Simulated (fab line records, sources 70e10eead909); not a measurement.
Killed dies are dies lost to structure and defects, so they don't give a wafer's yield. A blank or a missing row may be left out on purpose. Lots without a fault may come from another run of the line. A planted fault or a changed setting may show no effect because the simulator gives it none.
Which tool did it? | flow nand_harc | 6 lots, 18 wafers sampled, at 5 steps of a route of 1302

WHAT THE GAUGES READ, wafer by wafer
NHARC_END_SORT_01.
lot  | measured     | on        | defect_limited_yield (%)
L548 | day 29 22:19 | prober-02 | 97

WHICH TOOL RAN EACH LOT (tool, then ch and the chambers of the sampled wafers, then the start)
lot  | NHARC_P_CONTACT_ALD_22              | NHARC_P_M0_ETCH_34                 | NHARC_P_M0_ETCH_15                            | NHARC_P_M0_PVD_21
L537 | ald_metal-01 ch 0,1,3, day 6 18:13  | rie_diel-02 ch 0,1,2, day 6 20:31  | rie_diel-02 ch 0,1,2, no start                | pvd_sputter-02, no start
L539 | ald_metal-01 ch 1,2,3, day 7 14:16  | rie_diel-07 ch 0,1,2, day 7 16:43  | rie_diel-07 ch 0,1, no start                  | pvd_sputter-03, no start
L544 | ald_metal-03 ch 0,3, day 9 15:59    | rie_diel-02 ch 0,1,2, day 9 18:28  | rie_diel-02 ch 0,3, no start                  | pvd_sputter-01, no start
L548 | ald_metal-03 ch 0,2,3, day 11 22:40 | rie_diel-02 ch 0,3, day 12 01:04   | rie_diel-02 ch 0,1,3, day 29 22:19 or earlier | pvd_sputter-03, day 29 22:19 or earlier
L556 | ald_metal-04 ch 2,3, day 14 07:49   | rie_diel-02 ch 0,1,3, day 14 10:14 | rie_diel-02 ch 0,1, no start                  | pvd_sputter-01, no start
L557 | ald_metal-04 ch 1,2,3, day 14 20:01 | rie_diel-02 ch 0,1,2, day 14 22:18 | rie_diel-02 ch 1,2,3, no start                | pvd_sputter-01, no start
- NHARC_P_CONTACT_ALD_22: deposits TiN, target thk 3 nm, pulse time 1 s, ald cycles 150.
- NHARC_P_M0_ETCH_34: etches the open film in N2/H2, target depth 40 nm, overetch 12 nm, time 43.94 s.
- NHARC_P_M0_ETCH_15: etches the open film in C4F8/Ar, target depth 150 nm, overetch 15 nm, time 82.5 s.
- NHARC_P_M0_PVD_21: deposits Cu, target thk 30 nm, time 20.49 s.

THE ANSWER, worked out from the rows above alone
Rule: what is usual is taken from the lots themselves. Put in order of their means at a reading, lots are off if they are a third of the lots or fewer, leave a main group of 4 or more, and stand apart from it by a gap of 3 or more times the standard deviation of the main group's means; of several such gaps the widest counts. A main group whose means are all the same, to the digits that the tables above print for the reading, isn't used. A lot without any number at a reading at which 4 lots or more have one is off too. The other lots that the step has rows for count as sound.
No lot is off at any reading shown: from this, nothing can be told.

WHAT THE SIMULATOR HAD PUT IN
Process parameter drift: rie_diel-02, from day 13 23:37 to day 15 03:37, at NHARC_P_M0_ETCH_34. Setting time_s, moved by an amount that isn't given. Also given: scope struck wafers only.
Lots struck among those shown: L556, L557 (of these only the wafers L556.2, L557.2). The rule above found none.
